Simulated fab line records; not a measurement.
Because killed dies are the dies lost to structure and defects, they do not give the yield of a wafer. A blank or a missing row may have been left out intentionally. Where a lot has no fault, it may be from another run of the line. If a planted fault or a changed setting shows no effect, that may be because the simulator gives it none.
What tool caused it?    flow nand harc    12 lots, 36 wafers sampled, at 6 steps of a route of 1302

## WHAT EACH GAUGE READ, for each wafer
NHARC_P_M0_INSPECT_11. Usual: 4.5 for raw defect count, sd 2.5.
lot   measured      on                 raw defect count  flag
L730  day 5 06:26   defect inspect-02  6 3 2             
L731  day 5 10:51   defect inspect-01  2 7 5             
L732  day 5 20:32   defect inspect-02  4 4 4             
L736  day 7 16:25   defect inspect-02  2 2 2             
L738  day 8 06:25   defect inspect-02  4 6 5             
L745  day 11 03:19  defect inspect-02  3 4 5             
L747  day 12 11:27  defect inspect-02  4 3 7             
L748  day 12 16:35  defect inspect-02  3 5 7             
L750  day 13 07:17  defect inspect-02  3 2 3             
L749  day 13 07:38  defect inspect-01  5 9 7             
L752  day 14 06:18  defect inspect-02  1 6 4             
L753  day 14 13:24  defect inspect-02  2 3 4             

NHARC_P_M1_CD_MEAS_09 targets a cd of 130 nm. Usual: 130.0 nm for cd nm, sd 0.54.
lot   measured      on         cd nm (nm)         flag
L730  day 5 10:26   cd sem-03  130.0 130.7 130.5  
L731  day 5 14:41   cd sem-02  130.7 130.7 129.4  
L732  day 6 00:33   cd sem-01  129.9 129.1 129.2  
L736  day 7 20:44   cd sem-03  122.0 121.6 121.7  OFF
L738  day 8 10:26   cd sem-02  121.6 121.9 121.8  OFF
L745  day 11 07:15  cd sem-01  129.4 129.3 129.3  
L747  day 12 15:15  cd sem-03  130.2 130.1 131.0  
L748  day 12 20:31  cd sem-01  130.0 129.2 129.7  
L750  day 13 11:09  cd sem-03  130.4 130.3 130.6  
L749  day 13 11:40  cd sem-03  131.2 130.7 130.8  
L752  day 14 10:19  cd sem-01  130.3 130.5 130.7  
L753  day 14 17:24  cd sem-01  129.8 130.0 129.9  

NHARC_END_SORT_01. Usual: defect limited yield is 90.1 % with standard deviation 2.5, killed at array is 62 with standard deviation 18, killed at other is 0.9 with standard deviation 1.2, killed at periphery is 4.2 with standard deviation 2.9, killed dies is 67 with standard deviation 17, killed open is 3.6 with standard deviation 1.9, and killed short is 2.5 with standard deviation 1.6.
lot   measured      on         defect limited yield (%)  killed at array  killed at other  killed at periphery  killed dies  killed open  killed short  flag
L736  day 26 09:37  prober-01  90.0 87.0 90.5            65 88 64         1 0 0            2 0 0                68 88 64     3 5 4        3 1 3         
L738  day 27 03:27  prober-01  90.4 91.1 91.4            61 57 52         2 2 4            2 1 2                65 60 58     2 2 3        3 3 4         
L745  day 29 04:18  prober-02  86.7 87.1 84.2            85 83 100        1 1 1            4 3 6                90 87 107    4 3 4        1 3 2         
L747  day 30 13:56  prober-01  88.8 88.6 86.7            73 72 81         0 0 3            3 5 6                76 77 90     6 7 7        4 2 0         
L750  day 31 21:50  prober-01  86.9 85.2 83.6            86 97 104        0 2 1            3 1 6                89 100 111   2 1 4        5 1 2         
L749  day 32 10:44  prober-02  94.1 92.3 93.2            36 46 40         0 1 1            4 5 5                40 52 46     7 3 4        4 3 3         
L753  day 32 19:26  prober-02  91.4 89.4 90.1            55 68 60         1 1 2            2 3 5                58 72 67     1 2 6        4 5 6         

## TOOL THAT RAN EACH LOT (tool first, then ch and the chambers of the sampled wafers, then the start)
lot   NHARC_P_M1_PEB_07                  NHARC_P_M1_ETCH_35                  NHARC_P_M1_ETCH_15
L730  litho track-01 ch 0, day 5 10:22   rie diel-09 ch 0,3, day 5 10:43     rie diel-09 ch 0,1,3, no start
L731  litho track-01 ch 0, day 5 14:36   rie diel-12 ch 0,1,2, day 5 14:58   rie diel-12 ch 0,2,3, no start
L732  litho track-04 ch 0, day 6 00:28   rie diel-12 ch 0,3, day 6 00:49     rie diel-12 ch 0,1,3, no start
L736  litho track-01 ch 0, day 7 20:40   rie diel-12 ch 0,2,3, day 7 21:01   rie diel-12 ch 0,1,2, day 26 09:37 or earlier
L738  litho track-01 ch 0, day 8 10:22   rie diel-09 ch 0,2,3, day 8 10:43   rie diel-09 ch 0,2,3, day 27 03:27 or earlier
L745  litho track-06 ch 0, day 11 07:10  rie diel-09 ch 0,1,2, day 11 07:32  rie diel-09 ch 0,1,3, day 29 04:18 or earlier
L747  litho track-01 ch 0, day 12 15:11  rie diel-12 ch 0,1, day 12 15:32    rie diel-12 ch 0,1,2, day 30 13:56 or earlier
L748  litho track-06 ch 0, day 12 20:26  rie diel-08 ch 2,3, day 12 20:47    rie diel-08 ch 1,2,3, no start
L750  litho track-04 ch 0, day 13 11:04  rie diel-12 ch 0,1,2, day 13 11:26  rie diel-12 ch 0,1, day 31 21:50 or earlier
L749  litho track-01 ch 0, day 13 11:35  rie diel-12 ch 1,2,3, day 13 11:57  rie diel-12 ch 1,2,3, day 32 10:44 or earlier
L752  litho track-01 ch 0, day 14 10:14  rie diel-09 ch 1,2,3, day 14 10:35  rie diel-09 ch 0,2,3, no start
L753  litho track-04 ch 0, day 14 17:19  rie diel-12 ch 0,2,3, day 14 17:43  rie diel-12 ch 1,2,3, day 32 19:26 or earlier
- NHARC_P_M1_PEB_07: peb time 65 s.
- NHARC_P_M1_ETCH_35: etches the open film in N2/H2, target depth 40 nm, overetch 12 nm, time 43.94 s.
- NHARC_P_M1_ETCH_15: etches the open film in C4F8/Ar, target depth 182.5 nm, time 91.2 s.

## WHAT THE TOOLS THEMSELVES READ (means of the sampled wafers that have a number; where no wafer has one, the mark that the record gives instead)
NHARC_P_M1_PEB_07. Usual: heater power total W 156.6 W, standard deviation 0.42; plate temp C 100.00 C, standard deviation 0.14.
lot   tool            heater power total W (W)  plate temp C (C)  flag
L730  litho track-01  156.7                     100.02            
L731  litho track-01  156.6                     100.01            
L732  litho track-04  157.0                     100.08            
L736  litho track-01  151.7                     97.53             OFF
L738  litho track-01  151.6                     97.77             OFF
L745  litho track-06  156.3                     100.13            
L747  litho track-01  156.5                     100.12            
L748  litho track-06  156.9                     99.83             
L750  litho track-04  156.8                     99.92             
L749  litho track-01  156.6                     99.90             
L752  litho track-01  156.7                     99.87             
L753  litho track-04  156.7                     100.06            

NHARC_P_M1_ETCH_35. Usual: drypump motor current A 5.9 A, standard deviation 0.4; oes product au 0.994 a.u., standard deviation 0.011; rf vpp V 432.0 V, standard deviation 2.2; showerhead plenum p Torr 2.09 Torr, standard deviation 0.075; throttle valve pct 14.172 %, standard deviation 0.0081.
lot   tool         drypump motor current A (A)  oes product au (a.u.)  rf vpp V (V)  showerhead plenum p Torr (Torr)  throttle valve pct (%)  flag
L730  rie diel-09  6.3                          0.991                  431.1         2.07                             14.170                  
L731  rie diel-12  5.6                          0.988                  432.1         2.11                             14.166                  
L732  rie diel-12  5.7                          0.991                  430.3         2.06                             14.182                  
L736  rie diel-12  5.8                          0.986                  432.6         2.11                             14.169                  
L738  rie diel-09  6.2                          1.000                  432.2         2.10                             14.170                  
L745  rie diel-09  6.0                          0.980                  433.8         2.13                             14.173                  
L747  rie diel-12  5.5                          0.990                  432.0         2.10                             14.175                  
L748  rie diel-08  5.9                          1.004                  429.8         1.96                             14.170                  
L750  rie diel-12  5.6                          0.995                  432.5         2.10                             14.165                  
L749  rie diel-12  5.7                          0.990                  434.8         2.15                             14.169                  
L752  rie diel-09  6.2                          0.993                  432.0         2.11                             14.176                  
L753  rie diel-12  5.8                          0.999                  432.0         2.10                             14.158                  

NHARC_P_M1_ETCH_15. Usual: oes product au 0.953 a.u., standard deviation 0.022; rf vpp V 442.4 V, standard deviation 2.3.
lot   tool         oes product au (a.u.)  rf vpp V (V)  flag
L730  rie diel-09  0.925                  442.4         
L731  rie diel-12  0.961                  442.6         
L732  rie diel-12  0.971                  442.9         
L736  rie diel-12  0.967                  442.3         
L738  rie diel-09  0.948                  442.5         
L745  rie diel-09  0.925                  442.4         
L747  rie diel-12  0.931                  441.9         
L748  rie diel-08  0.933                  438.6         
L750  rie diel-12  0.971                  442.4         
L749  rie diel-12  0.967                  444.1         
L752  rie diel-09  0.977                  442.7         
L753  rie diel-12  0.950                  444.1         

## THE ANSWER, worked out from the rows above alone
Rule: lot off if the mean of its wafers having a number is beyond 3 standard deviations from the usual mean. A lot without any number at a reading at which 4 lots or more have one is off too. Where the step has rows for the other lots, those lots are counted as sound. Order of review: gauges by route order, followed by the tools' own readings, for which a lot's mean as printed above is used. The first step at which some lot is off is used, and at that step the reading that is off furthest; a lot without a number counts as furthest.
Off: L736, L738 (NHARC_P_M1_CD_MEAS_09, cd nm).
If a tool, at a process step before that reading, ran all the lots that are off and no sound lot after the first of them, it fits. The gauges at NHARC_P_M1_CD_MEAS_09 aren't tried: what is off there is off at NHARC_P_M1_PEB_07 too, on other tools, and a gauge's error can't cause that. Of those tried, none fits.

## WHAT WAS PUT IN BY THE SIMULATOR
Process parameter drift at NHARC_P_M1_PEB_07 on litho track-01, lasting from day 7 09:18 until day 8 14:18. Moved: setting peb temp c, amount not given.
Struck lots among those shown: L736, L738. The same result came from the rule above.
